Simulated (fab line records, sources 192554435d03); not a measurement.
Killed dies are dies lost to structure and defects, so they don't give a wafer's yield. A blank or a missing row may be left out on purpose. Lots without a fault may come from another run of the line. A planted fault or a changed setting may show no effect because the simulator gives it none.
Chamber matching | flow n5_finfet | N5_BEOL_M0_SAQP_ETCH_73 on rie_diel-03: 4 sister chambers
The step etches SiARC in CF4, target depth 19.5 nm, time 32.5 s. 4 wafers are shown with their chamber, then 10 later ones without.

WAFERS WITH THEIR CHAMBER
wafer  | chamber | etch_rf_on_time_s (s)
L086.5 | 0       | 31.4
L089.4 | 3       | 31.3
L092.3 | 2       | 32.9
L092.5 | 1       | 32.5

WAFERS WITHOUT THEIR CHAMBER
wafer  | etch_rf_on_time_s (s)
L092.6 | 31.1
L093.4 | 31.9
L093.5 | 32.0
L093.6 | 33.2
L094.2 | 33.1
L094.4 | 31.5
L094.5 | 32.9
L097.1 | 33.4
L097.4 | 31.5
L097.6 | 33.3

WHICH CHAMBER EACH WENT THROUGH
wafer  | from the rows above               | in truth
L092.6 | can't be placed: 3 or 0           | 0
L093.4 | can't be placed: 0 or 3 or 1 or 2 | 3
L093.5 | can't be placed: 1 or 0 or 3 or 2 | 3
L093.6 | can't be placed: 2 or 1           | 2
L094.2 | can't be placed: 2 or 1           | 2
L094.4 | can't be placed: 0 or 3           | 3
L094.5 | can't be placed: 2 or 1           | 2
L097.1 | can't be placed: 2 or 1           | 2
L097.4 | can't be placed: 0 or 3           | 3
L097.6 | can't be placed: 2 or 1           | 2
Placed correctly: 0 of 10. Can't be placed from these rows: 10 (the true chamber is among the candidates in 10). Placed wrongly: 0.
How it was worked out, from the rows above alone: a wafer's distance from a chamber is the root of the sum, over the readings, of the square of ((its reading less the chamber's mean) divided by the reading's scatter). The wafer belongs to the nearest chamber; if the next one is less than 2 further off, it can't be placed. A chamber's mean is the mean of its shown wafers. The scatter: with one shown wafer a chamber, the root of the mean of the squares of how far each hidden wafer lies from its nearest shown one.
